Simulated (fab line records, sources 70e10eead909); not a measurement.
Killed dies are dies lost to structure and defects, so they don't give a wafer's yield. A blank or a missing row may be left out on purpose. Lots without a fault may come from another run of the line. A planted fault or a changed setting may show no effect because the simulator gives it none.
Chamber matching | flow nand_harc | NHARC_P_BONDPAD_DESCUM_11 on rie_diel-06: 4 sister chambers
The step chemistry O2, time 3 s. 4 wafers are shown with their chamber, then 9 later ones without.

WAFERS WITH THEIR CHAMBER
wafer  | chamber | showerhead_plenum_p_Torr (Torr)
L083.4 | 1       | 1.86
L087.5 | 2       | 1.88
L088.4 | 3       | 1.87
L088.5 | 0       | 2.07

WAFERS WITHOUT THEIR CHAMBER
wafer  | showerhead_plenum_p_Torr (Torr)
L091.3 | 1.87
L091.4 | 1.88
L091.6 | 1.88
L097.1 | 2.06
L097.2 | 1.87
L097.3 | 1.85
L097.4 | 1.88
L097.5 | 2.06
L097.6 | 1.87

WHICH CHAMBER EACH WENT THROUGH
wafer  | from the rows above          | in truth
L091.3 | can't be placed: 3 or 2 or 1 | 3
L091.4 | can't be placed: 2 or 3      | 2
L091.6 | can't be placed: 2 or 3      | 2
L097.1 | 0                            | 0
L097.2 | can't be placed: 3 or 2 or 1 | 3
L097.3 | can't be placed: 1 or 3      | 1
L097.4 | can't be placed: 2 or 3      | 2
L097.5 | 0                            | 0
L097.6 | can't be placed: 3 or 2 or 1 | 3
Placed correctly: 2 of 9. Can't be placed from these rows: 7 (the true chamber is among the candidates in 7). Placed wrongly: 0.
How it was worked out, from the rows above alone: a wafer's distance from a chamber is the root of the sum, over the readings, of the square of ((its reading less the chamber's mean) divided by the reading's scatter). The wafer belongs to the nearest chamber; if the next one is less than 2 further off, it can't be placed. A chamber's mean is the mean of its shown wafers. The scatter: with one shown wafer a chamber, the root of the mean of the squares of how far each hidden wafer lies from its nearest shown one.
